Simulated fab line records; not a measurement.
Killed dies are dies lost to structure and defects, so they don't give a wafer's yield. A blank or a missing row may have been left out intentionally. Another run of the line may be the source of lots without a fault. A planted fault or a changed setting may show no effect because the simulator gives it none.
The tool behind it: which one? || flow nand_harc || Sampling: 12 lots, 36 wafers, 5 of 1159 route steps

## WHAT THE GAUGES SHOWED, per wafer
NHARC_P_BONDPAD_CD_MEAS_13. Usual: 499.3 nm for cd_nm, sd 2.1.
{"lot": "L733", "measured": "day 6 11:22", "on": "cd_sem-02", "cd_nm (nm)": "497.2 498.0 496.0", "flag": ""}
{"lot": "L736", "measured": "day 7 05:38", "on": "cd_sem-03", "cd_nm (nm)": "496.2 498.4 499.5", "flag": ""}
{"lot": "L738", "measured": "day 7 20:31", "on": "cd_sem-03", "cd_nm (nm)": "497.2 498.2 497.3", "flag": ""}
{"lot": "L740", "measured": "day 8 08:05", "on": "cd_sem-03", "cd_nm (nm)": "500.0 500.2 497.0", "flag": ""}
{"lot": "L741", "measured": "day 8 08:55", "on": "cd_sem-03", "cd_nm (nm)": "504.4 499.7 502.2", "flag": ""}
{"lot": "L742", "measured": "day 8 21:17", "on": "cd_sem-03", "cd_nm (nm)": "498.0 499.8 497.5", "flag": ""}
{"lot": "L743", "measured": "day 9 01:26", "on": "cd_sem-03", "cd_nm (nm)": "497.7 498.4 496.8", "flag": ""}
{"lot": "L745", "measured": "day 9 16:40", "on": "cd_sem-01", "cd_nm (nm)": "499.2 499.4 497.5", "flag": ""}
{"lot": "L751", "measured": "day 10 23:10", "on": "cd_sem-02", "cd_nm (nm)": "495.0 496.8 497.0", "flag": ""}
{"lot": "L750", "measured": "day 11 00:27", "on": "cd_sem-01", "cd_nm (nm)": "497.8 498.7 498.3", "flag": ""}
{"lot": "L752", "measured": "day 11 09:41", "on": "cd_sem-02", "cd_nm (nm)": "499.9 499.9 498.2", "flag": ""}
{"lot": "L754", "measured": "day 12 00:22", "on": "cd_sem-01", "cd_nm (nm)": "503.8 499.9 499.9", "flag": ""}

NHARC_END_SORT_01. Usual: killed_at_array 29, standard deviation 8.4; killed_at_other 0.7, standard deviation 1.2; killed_at_periphery 3.8, standard deviation 2.1; killed_dies 33, standard deviation 9; killed_open 3.4, standard deviation 2; killed_short 2.1, standard deviation 1.4.
{"lot": "L751", "measured": "day 23 22:02", "on": "prober-02", "killed_at_array": "673 672 672", "killed_at_other": "2 0 3", "killed_at_periphery": "2 5 2", "killed_dies": "677 677 677", "killed_open": "1 5 4", "killed_short": "3 5 1", "flag": "OFF"}
{"lot": "L750", "measured": "day 23 22:16", "on": "prober-01", "killed_at_array": "675 672 674", "killed_at_other": "2 1 0", "killed_at_periphery": "0 4 3", "killed_dies": "677 677 677", "killed_open": "2 3 4", "killed_short": "2 1 1", "flag": "OFF"}
{"lot": "L752", "measured": "day 24 07:19", "on": "prober-02", "killed_at_array": "673 672 676", "killed_at_other": "0 0 0", "killed_at_periphery": "4 5 1", "killed_dies": "677 677 677", "killed_open": "2 5 2", "killed_short": "3 2 2", "flag": "OFF"}

## WHICH TOOL RAN EACH LOT (tool, then ch and the chambers of the sampled wafers, then the start)
{"lot": "L733", "NHARC_P_BONDPAD_ETCH_12": "rie_diel-06 ch 0,3, day 6 11:22 or earlier", "NHARC_P_BONDPAD_ANNEAL_28": "rtp_anneal-01 ch 0, day 6 12:44", "NHARC_A_ZERO_WELL_ETCH_19": "rie_diel-13 ch 0,1,3, day 6 15:10"}
{"lot": "L736", "NHARC_P_BONDPAD_ETCH_12": "rie_diel-01 ch 1,2,3, day 7 05:38 or earlier", "NHARC_P_BONDPAD_ANNEAL_28": "rtp_anneal-02 ch 0, day 7 07:11", "NHARC_A_ZERO_WELL_ETCH_19": "rie_diel-05 ch 1,2, day 7 09:40"}
{"lot": "L738", "NHARC_P_BONDPAD_ETCH_12": "rie_diel-01 ch 0,1,3, day 7 20:31 or earlier", "NHARC_P_BONDPAD_ANNEAL_28": "rtp_anneal-02 ch 0, day 7 21:53", "NHARC_A_ZERO_WELL_ETCH_19": "rie_diel-13 ch 0,1,3, day 8 00:22"}
{"lot": "L740", "NHARC_P_BONDPAD_ETCH_12": "rie_diel-08 ch 0,1, day 8 08:05 or earlier", "NHARC_P_BONDPAD_ANNEAL_28": "rtp_anneal-02 ch 0, day 8 09:26", "NHARC_A_ZERO_WELL_ETCH_19": "rie_diel-13 ch 1,2,3, day 8 11:53"}
{"lot": "L741", "NHARC_P_BONDPAD_ETCH_12": "rie_diel-01 ch 0,1, day 8 08:55 or earlier", "NHARC_P_BONDPAD_ANNEAL_28": "rtp_anneal-02 ch 0, day 8 11:03", "NHARC_A_ZERO_WELL_ETCH_19": "rie_diel-02 ch 1,2,3, day 8 13:29"}
{"lot": "L742", "NHARC_P_BONDPAD_ETCH_12": "rie_diel-01 ch 0,2,3, day 8 21:17 or earlier", "NHARC_P_BONDPAD_ANNEAL_28": "rtp_anneal-01 ch 0, day 8 22:50", "NHARC_A_ZERO_WELL_ETCH_19": "rie_diel-05 ch 0,2,3, day 9 01:09"}
{"lot": "L743", "NHARC_P_BONDPAD_ETCH_12": "rie_diel-01 ch 0,2,3, day 9 01:26 or earlier", "NHARC_P_BONDPAD_ANNEAL_28": "rtp_anneal-01 ch 0, day 9 02:50", "NHARC_A_ZERO_WELL_ETCH_19": "rie_diel-13 ch 2,3, day 9 05:08"}
{"lot": "L745", "NHARC_P_BONDPAD_ETCH_12": "rie_diel-01 ch 0,3, day 9 16:40 or earlier", "NHARC_P_BONDPAD_ANNEAL_28": "rtp_anneal-02 ch 0, day 9 18:02", "NHARC_A_ZERO_WELL_ETCH_19": "rie_diel-02 ch 0,1,2, day 9 20:30"}
{"lot": "L751", "NHARC_P_BONDPAD_ETCH_12": "rie_diel-01 ch 1,2,3, day 10 23:10 or earlier", "NHARC_P_BONDPAD_ANNEAL_28": "rtp_anneal-01 ch 0, day 11 00:32", "NHARC_A_ZERO_WELL_ETCH_19": "rie_diel-13 ch 0,1,2, day 11 02:58"}
{"lot": "L750", "NHARC_P_BONDPAD_ETCH_12": "rie_diel-01 ch 0,1,2, day 11 00:27 or earlier", "NHARC_P_BONDPAD_ANNEAL_28": "rtp_anneal-01 ch 0, day 11 01:51", "NHARC_A_ZERO_WELL_ETCH_19": "rie_diel-13 ch 0,3, day 11 04:18"}
{"lot": "L752", "NHARC_P_BONDPAD_ETCH_12": "rie_diel-01 ch 2,3, day 11 09:41 or earlier", "NHARC_P_BONDPAD_ANNEAL_28": "rtp_anneal-01 ch 0, day 11 11:15", "NHARC_A_ZERO_WELL_ETCH_19": "rie_diel-05 ch 0,1,2, day 11 13:36"}
{"lot": "L754", "NHARC_P_BONDPAD_ETCH_12": "rie_diel-01 ch 1,2,3, day 12 00:22 or earlier", "NHARC_P_BONDPAD_ANNEAL_28": "rtp_anneal-02 ch 0, day 12 01:46", "NHARC_A_ZERO_WELL_ETCH_19": "rie_diel-02 ch 0,2,3, day 12 04:11"}
- NHARC_P_BONDPAD_ETCH_12: etches the open film in CHF3/O2, target depth 200 nm, time 100 s.
- NHARC_P_BONDPAD_ANNEAL_28: time 90 s.
- NHARC_A_ZERO_WELL_ETCH_19: etches the open film in N2/H2, target depth 80 nm, overetch 24 nm, time 87.88 s.

## AS READ BY THE TOOLS THEMSELVES (means over the sampled wafers that have a number; for cases with no such wafer, the mark the record gives instead)
NHARC_P_BONDPAD_ETCH_12. Usual: bias_w 200.0 W, standard deviation 0.72; chamber_pressure_mTorr 25.001 mTorr, standard deviation 0.023; drypump_motor_current_A 5.7 A, standard deviation 0.56; mfc_ar_sccm 200.0 sccm, standard deviation 0.58; oes_product_au 0.947 a.u., standard deviation 0.023; rf_vpp_V 369.2 V, standard deviation 1.8; showerhead_plenum_p_Torr 2.34 Torr, standard deviation 0.073; throttle_valve_pct 20.573 %, standard deviation 0.01.
{"lot": "L733", "tool": "rie_diel-06", "bias_w (W)": 199.6, "chamber_pressure_mTorr (mTorr)": 25.023, "drypump_motor_current_A (A)": 5.5, "mfc_ar_sccm (sccm)": 199.9, "oes_product_au (a.u.)": 0.923, "rf_vpp_V (V)": 372.0, "showerhead_plenum_p_Torr (Torr)": 2.43, "throttle_valve_pct (%)": 20.576, "flag": ""}
{"lot": "L736", "tool": "rie_diel-01", "bias_w (W)": 200.4, "chamber_pressure_mTorr (mTorr)": 24.989, "drypump_motor_current_A (A)": 5.8, "mfc_ar_sccm (sccm)": 199.8, "oes_product_au (a.u.)": 0.967, "rf_vpp_V (V)": 368.8, "showerhead_plenum_p_Torr (Torr)": 2.34, "throttle_valve_pct (%)": 20.574, "flag": ""}
{"lot": "L738", "tool": "rie_diel-01", "bias_w (W)": 199.7, "chamber_pressure_mTorr (mTorr)": 24.979, "drypump_motor_current_A (A)": 5.9, "mfc_ar_sccm (sccm)": 200.0, "oes_product_au (a.u.)": 0.924, "rf_vpp_V (V)": 368.2, "showerhead_plenum_p_Torr (Torr)": 2.31, "throttle_valve_pct (%)": 20.567, "flag": ""}
{"lot": "L740", "tool": "rie_diel-08", "bias_w (W)": 201.1, "chamber_pressure_mTorr (mTorr)": 25.004, "drypump_motor_current_A (A)": 6.1, "mfc_ar_sccm (sccm)": 199.6, "oes_product_au (a.u.)": 0.979, "rf_vpp_V (V)": 369.8, "showerhead_plenum_p_Torr (Torr)": 2.40, "throttle_valve_pct (%)": 20.569, "flag": ""}
{"lot": "L741", "tool": "rie_diel-01", "bias_w (W)": 199.6, "chamber_pressure_mTorr (mTorr)": 25.004, "drypump_motor_current_A (A)": 5.8, "mfc_ar_sccm (sccm)": 199.7, "oes_product_au (a.u.)": 0.924, "rf_vpp_V (V)": 368.4, "showerhead_plenum_p_Torr (Torr)": 2.30, "throttle_valve_pct (%)": 20.578, "flag": ""}
{"lot": "L742", "tool": "rie_diel-01", "bias_w (W)": 199.7, "chamber_pressure_mTorr (mTorr)": 25.018, "drypump_motor_current_A (A)": 5.4, "mfc_ar_sccm (sccm)": 200.3, "oes_product_au (a.u.)": 0.957, "rf_vpp_V (V)": 368.6, "showerhead_plenum_p_Torr (Torr)": 2.30, "throttle_valve_pct (%)": 20.567, "flag": ""}
{"lot": "L743", "tool": "rie_diel-01", "bias_w (W)": 199.5, "chamber_pressure_mTorr (mTorr)": 25.010, "drypump_motor_current_A (A)": 5.4, "mfc_ar_sccm (sccm)": 200.1, "oes_product_au (a.u.)": 0.967, "rf_vpp_V (V)": 369.4, "showerhead_plenum_p_Torr (Torr)": 2.30, "throttle_valve_pct (%)": 20.562, "flag": ""}
{"lot": "L745", "tool": "rie_diel-01", "bias_w (W)": 200.2, "chamber_pressure_mTorr (mTorr)": 25.000, "drypump_motor_current_A (A)": 5.5, "mfc_ar_sccm (sccm)": 199.6, "oes_product_au (a.u.)": 0.929, "rf_vpp_V (V)": 367.7, "showerhead_plenum_p_Torr (Torr)": 2.27, "throttle_valve_pct (%)": 20.575, "flag": ""}
{"lot": "L751", "tool": "rie_diel-01", "bias_w (W)": 200.0, "chamber_pressure_mTorr (mTorr)": 24.987, "drypump_motor_current_A (A)": 5.9, "mfc_ar_sccm (sccm)": 199.7, "oes_product_au (a.u.)": 0.927, "rf_vpp_V (V)": 368.7, "showerhead_plenum_p_Torr (Torr)": 2.34, "throttle_valve_pct (%)": 20.573, "flag": ""}
{"lot": "L750", "tool": "rie_diel-01", "bias_w (W)": 199.6, "chamber_pressure_mTorr (mTorr)": 24.997, "drypump_motor_current_A (A)": 5.6, "mfc_ar_sccm (sccm)": 200.1, "oes_product_au (a.u.)": 0.926, "rf_vpp_V (V)": 369.2, "showerhead_plenum_p_Torr (Torr)": 2.33, "throttle_valve_pct (%)": 20.574, "flag": ""}
{"lot": "L752", "tool": "rie_diel-01", "bias_w (W)": 200.1, "chamber_pressure_mTorr (mTorr)": 25.003, "drypump_motor_current_A (A)": 5.6, "mfc_ar_sccm (sccm)": 199.5, "oes_product_au (a.u.)": 0.932, "rf_vpp_V (V)": 368.6, "showerhead_plenum_p_Torr (Torr)": 2.31, "throttle_valve_pct (%)": 20.564, "flag": ""}
{"lot": "L754", "tool": "rie_diel-01", "bias_w (W)": 200.6, "chamber_pressure_mTorr (mTorr)": 25.008, "drypump_motor_current_A (A)": 5.8, "mfc_ar_sccm (sccm)": 200.4, "oes_product_au (a.u.)": 0.972, "rf_vpp_V (V)": 369.4, "showerhead_plenum_p_Torr (Torr)": 2.34, "throttle_valve_pct (%)": 20.575, "flag": ""}

NHARC_P_BONDPAD_ANNEAL_28. Usual: 225.96 for wafer_temp_C_max, sd 0.24.
{"lot": "L733", "tool": "rtp_anneal-01", "wafer_temp_C_max": 225.86, "flag": ""}
{"lot": "L736", "tool": "rtp_anneal-02", "wafer_temp_C_max": 225.72, "flag": ""}
{"lot": "L738", "tool": "rtp_anneal-02", "wafer_temp_C_max": 225.86, "flag": ""}
{"lot": "L740", "tool": "rtp_anneal-02", "wafer_temp_C_max": 225.73, "flag": ""}
{"lot": "L741", "tool": "rtp_anneal-02", "wafer_temp_C_max": 226.27, "flag": ""}
{"lot": "L742", "tool": "rtp_anneal-01", "wafer_temp_C_max": 225.81, "flag": ""}
{"lot": "L743", "tool": "rtp_anneal-01", "wafer_temp_C_max": 225.83, "flag": ""}
{"lot": "L745", "tool": "rtp_anneal-02", "wafer_temp_C_max": 225.99, "flag": ""}
{"lot": "L751", "tool": "rtp_anneal-01", "wafer_temp_C_max": 226.00, "flag": ""}
{"lot": "L750", "tool": "rtp_anneal-01", "wafer_temp_C_max": 225.92, "flag": ""}
{"lot": "L752", "tool": "rtp_anneal-01", "wafer_temp_C_max": 225.93, "flag": ""}
{"lot": "L754", "tool": "rtp_anneal-02", "wafer_temp_C_max": 225.72, "flag": ""}

NHARC_A_ZERO_WELL_ETCH_19. Usual: bias_w 150.0 W, standard deviation 0.45; chamber_pressure_mTorr 29.999 mTorr, standard deviation 0.026; drypump_motor_current_A 5.7 A, standard deviation 0.47; mfc_ar_sccm 0.008 sccm, standard deviation 0.0092; oes_product_au 1.001 a.u., standard deviation 0.012; rf_vpp_V 430.7 V, standard deviation 2.7; showerhead_plenum_p_Torr 2.05 Torr, standard deviation 0.094; throttle_valve_pct 14.171 %, standard deviation 0.0095.
{"lot": "L733", "tool": "rie_diel-13", "bias_w (W)": 150.3, "chamber_pressure_mTorr (mTorr)": 30.006, "drypump_motor_current_A (A)": 5.4, "mfc_ar_sccm (sccm)": 0.006, "oes_product_au (a.u.)": 0.995, "rf_vpp_V (V)": 427.8, "showerhead_plenum_p_Torr (Torr)": 1.95, "throttle_valve_pct (%)": 14.160, "flag": ""}
{"lot": "L736", "tool": "rie_diel-05", "bias_w (W)": 150.3, "chamber_pressure_mTorr (mTorr)": 29.982, "drypump_motor_current_A (A)": 5.8, "mfc_ar_sccm (sccm)": 0.008, "oes_product_au (a.u.)": 0.986, "rf_vpp_V (V)": 432.2, "showerhead_plenum_p_Torr (Torr)": 2.14, "throttle_valve_pct (%)": 14.167, "flag": ""}
{"lot": "L738", "tool": "rie_diel-13", "bias_w (W)": 149.8, "chamber_pressure_mTorr (mTorr)": 29.998, "drypump_motor_current_A (A)": 5.4, "mfc_ar_sccm (sccm)": 0.006, "oes_product_au (a.u.)": 1.013, "rf_vpp_V (V)": 428.2, "showerhead_plenum_p_Torr (Torr)": 1.95, "throttle_valve_pct (%)": 14.173, "flag": ""}
{"lot": "L740", "tool": "rie_diel-13", "bias_w (W)": 150.1, "chamber_pressure_mTorr (mTorr)": 29.997, "drypump_motor_current_A (A)": 5.2, "mfc_ar_sccm (sccm)": 0.011, "oes_product_au (a.u.)": 1.008, "rf_vpp_V (V)": 430.2, "showerhead_plenum_p_Torr (Torr)": 2.02, "throttle_valve_pct (%)": 14.164, "flag": ""}
{"lot": "L741", "tool": "rie_diel-02", "bias_w (W)": 149.7, "chamber_pressure_mTorr (mTorr)": 29.970, "drypump_motor_current_A (A)": 5.6, "mfc_ar_sccm (sccm)": 0.003, "oes_product_au (a.u.)": 1.015, "rf_vpp_V (V)": 432.7, "showerhead_plenum_p_Torr (Torr)": 2.13, "throttle_valve_pct (%)": 14.178, "flag": ""}
{"lot": "L742", "tool": "rie_diel-05", "bias_w (W)": 150.1, "chamber_pressure_mTorr (mTorr)": 30.000, "drypump_motor_current_A (A)": 6.0, "mfc_ar_sccm (sccm)": 0.006, "oes_product_au (a.u.)": 0.990, "rf_vpp_V (V)": 430.7, "showerhead_plenum_p_Torr (Torr)": 2.05, "throttle_valve_pct (%)": 14.174, "flag": ""}
{"lot": "L743", "tool": "rie_diel-13", "bias_w (W)": 149.9, "chamber_pressure_mTorr (mTorr)": 29.992, "drypump_motor_current_A (A)": 5.4, "mfc_ar_sccm (sccm)": 0.019, "oes_product_au (a.u.)": 1.004, "rf_vpp_V (V)": 431.4, "showerhead_plenum_p_Torr (Torr)": 2.08, "throttle_valve_pct (%)": 14.168, "flag": ""}
{"lot": "L745", "tool": "rie_diel-02", "bias_w (W)": 150.3, "chamber_pressure_mTorr (mTorr)": 30.015, "drypump_motor_current_A (A)": 5.8, "mfc_ar_sccm (sccm)": 0.004, "oes_product_au (a.u.)": 1.011, "rf_vpp_V (V)": 432.5, "showerhead_plenum_p_Torr (Torr)": 2.11, "throttle_valve_pct (%)": 14.169, "flag": ""}
{"lot": "L751", "tool": "rie_diel-13", "bias_w (W)": "-", "chamber_pressure_mTorr (mTorr)": "-", "drypump_motor_current_A (A)": "-", "mfc_ar_sccm (sccm)": "-", "oes_product_au (a.u.)": "-", "rf_vpp_V (V)": "-", "showerhead_plenum_p_Torr (Torr)": "-", "throttle_valve_pct (%)": "-", "flag": "OFF"}
{"lot": "L750", "tool": "rie_diel-13", "bias_w (W)": "-", "chamber_pressure_mTorr (mTorr)": "-", "drypump_motor_current_A (A)": "-", "mfc_ar_sccm (sccm)": "-", "oes_product_au (a.u.)": "-", "rf_vpp_V (V)": "-", "showerhead_plenum_p_Torr (Torr)": "-", "throttle_valve_pct (%)": "-", "flag": "OFF"}
{"lot": "L752", "tool": "rie_diel-05", "bias_w (W)": "-", "chamber_pressure_mTorr (mTorr)": "-", "drypump_motor_current_A (A)": "-", "mfc_ar_sccm (sccm)": "-", "oes_product_au (a.u.)": "-", "rf_vpp_V (V)": "-", "showerhead_plenum_p_Torr (Torr)": "-", "throttle_valve_pct (%)": "-", "flag": "OFF"}
{"lot": "L754", "tool": "rie_diel-02", "bias_w (W)": 150.1, "chamber_pressure_mTorr (mTorr)": 29.983, "drypump_motor_current_A (A)": 5.8, "mfc_ar_sccm (sccm)": 0.004, "oes_product_au (a.u.)": 1.010, "rf_vpp_V (V)": 431.4, "showerhead_plenum_p_Torr (Torr)": 2.08, "throttle_valve_pct (%)": 14.164, "flag": ""}

## THE ANSWER, worked out from the rows above alone
Rule: a lot counts as off when the mean over its wafers that have a number is more than 3 standard deviations away from the usual mean. Also off: a lot with no number at a reading for which 4 or more lots have one. The other lots that the step has rows for count as sound. The gauges are gone through in route order, then the tools' own readings, and for those a lot's mean is taken as printed above. The first step at which some lot is off is used, and at that step the reading that is off furthest; a lot without a number counts as furthest.
Off at NHARC_END_SORT_01 (killed_at_array): L751, L750, L752. Neither off nor sound, because the step has no rows for them: L733, L736, L738, L740, L741, L742, L743, L745, L754.
A tool fits if, at a process step before that reading, it ran every lot that is off, and no sound lot after the first of them. Not tried: the gauges at NHARC_END_SORT_01; whatever is off there is also off at NHARC_A_ZERO_WELL_ETCH_19, on other tools, and gauge error can't account for it. NHARC_P_BONDPAD_ETCH_12: start missing for some lots; hours and lot order therefore follow NHARC_P_BONDPAD_CD_MEAS_13. Can't be told from this: 2 tools fit, rie_diel-01 at NHARC_P_BONDPAD_ETCH_12, rtp_anneal-01 at NHARC_P_BONDPAD_ANNEAL_28.

## WHAT THE SIMULATOR HAD PUT IN
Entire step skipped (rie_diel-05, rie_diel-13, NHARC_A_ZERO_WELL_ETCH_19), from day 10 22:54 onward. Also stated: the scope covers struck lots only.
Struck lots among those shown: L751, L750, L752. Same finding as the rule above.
